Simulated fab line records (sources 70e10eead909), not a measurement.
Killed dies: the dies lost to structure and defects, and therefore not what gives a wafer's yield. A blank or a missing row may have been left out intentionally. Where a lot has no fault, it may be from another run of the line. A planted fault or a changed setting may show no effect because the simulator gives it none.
Problem report, 8D (eight disciplines) form, completed by code || flow nand_harc || the parts of the form that need people (team, actions taken, sign-off) are left out

1. WHAT IS WRONG
Mean of cd_nm at NHARC_THIN_TSV_CD_MEAS_12: 1010.5 nm across 4 wafers in 2 lots; on wafers with no fault it is 1000.8 nm (standard deviation 1.8). Relative to the usual mean, that is a shift of +5.4 standard deviations.
The step: target cd 1000 nm.
First seen on wafer L529.2, day 28 15:40, on cd_sem-01. At this step, 40 wafers from 14 lots have a number in the record. Rule for "out" (also "out of limits"): further than 4 standard deviations from the usual mean. The rest of the wafers with a number are treated as sound.

2. WHAT IT IS; WHAT IT IS NOT
{"question": "which readings at this step", "is": "cd_nm", "is not": "-"}
{"question": "which lots", "is": "L529, L533", "is not": "L519, L521, L522, L524, L526, L527, L528, L531, L532, L535, L539, L541"}
{"question": "which wafers of those lots", "is": "all that have a number", "is not": "-"}
{"question": "read on which gauges", "is": "cd_sem-01, cd_sem-03", "is not": "cd_sem-02"}
{"question": "when", "is": "from day 28 15:40", "is not": "up to then (21 sound wafers); but 15 sound wafers of L531, L532, L535, L539, L541 came after"}

3. WHAT RULES OUT EACH SUSPECT
Counting: a tool at a process step up to the reading stays a suspect if it ran every lot that is out and no sound lot after the first of them.
- the gauge at NHARC_THIN_TSV_CD_MEAS_12 has been ruled out. 2 gauges (cd_sem-01, cd_sem-03) read the wafers that are out.
- cmp-04 at NHARC_A_BONDPAD_CMP_19 (polishes, t overpolish 30 s, cu recess touch 16 s, target thk 169.82 nm): ruled out as a lasting fault. Sound lots L535 ran on it after its first lot that is out, L529 (day 28 03:29).
- pecvd-03 at NHARC_THIN_TSV_DEP_43 (deposits SiO2, target thk 1328.5 nm): ruled out as a lasting fault. Sound lots L531, L532, L541 ran on it after its first lot that is out, L529 (day 28 15:00).
- krf_scanner-04 at NHARC_THIN_TSV_EXPOSE_09 (exposes mask TSV): kept. Every lot that is out went through it, starting with L529 (day 28 15:31), and after that it ran no sound lot; the last sound lot it ran before then is L528 (day 27 15:37). Its own exposure_dose_mJ_cm2 readings are out on those wafers.
After counting, what remains is krf_scanner-04 at NHARC_THIN_TSV_EXPOSE_09.

4. THE CAUSE (what the simulator had put in)
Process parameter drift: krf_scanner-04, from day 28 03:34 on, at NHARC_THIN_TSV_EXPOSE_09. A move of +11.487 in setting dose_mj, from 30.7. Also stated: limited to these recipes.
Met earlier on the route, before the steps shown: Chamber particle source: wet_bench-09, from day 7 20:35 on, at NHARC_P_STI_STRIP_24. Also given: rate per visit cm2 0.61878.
The count eliminated every tool but this one.

5. SEQUENCE OF EFFECTS, ordered by route
Rows list readings where the struck wafers' mean (over those with a number) sits beyond 3 standard deviations from the usual. Only readings for which the record gives a usual standard deviation are gone through. hours: the time from each lot's start at the first step in this table that gives one to its start at this step, as a median over the lots. sigmas: the change in usual standard deviations.
{"hours": 0, "step": "NHARC_THIN_TSV_EXPOSE_09", "reading": "exposure_dose_mJ_cm2", "usual": 30.77, "on struck wafers": 40.63, "change": "+9.86", "sigmas": "+90"}
{"hours": 0, "step": "NHARC_THIN_TSV_CD_MEAS_12", "reading": "cd_nm", "usual": "1000.8 nm", "on struck wafers": 1010.5, "change": "+9.8", "sigmas": "+5.4"}
{"hours": 8, "step": "NHARC_THIN_TSV_CD_MEAS_37", "reading": "cd_nm", "usual": "5001.4 nm", "on struck wafers": 5010.6, "change": "+9.2", "sigmas": "+3.5"}
Here are the process steps it includes:
- NHARC_THIN_TSV_EXPOSE_09: exposes mask TSV.

6. WHAT WOULD HAVE CAUGHT IT SOONER
In this record the first reading out of limits at a measuring or inspecting step was taken at day 28 15:40, 12 hours after the fault began at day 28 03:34.
The tool's own readings at NHARC_THIN_TSV_EXPOSE_09 were out on every struck wafer that the step has a row for (exposure_dose_mJ_cm2): an alarm limit on them would have fired on the first of those.
L533, from the lots that are out (2), started NHARC_THIN_TSV_EXPOSE_09 on krf_scanner-04 later than day 28 15:40. A hold on the tool at that time would have spared it.
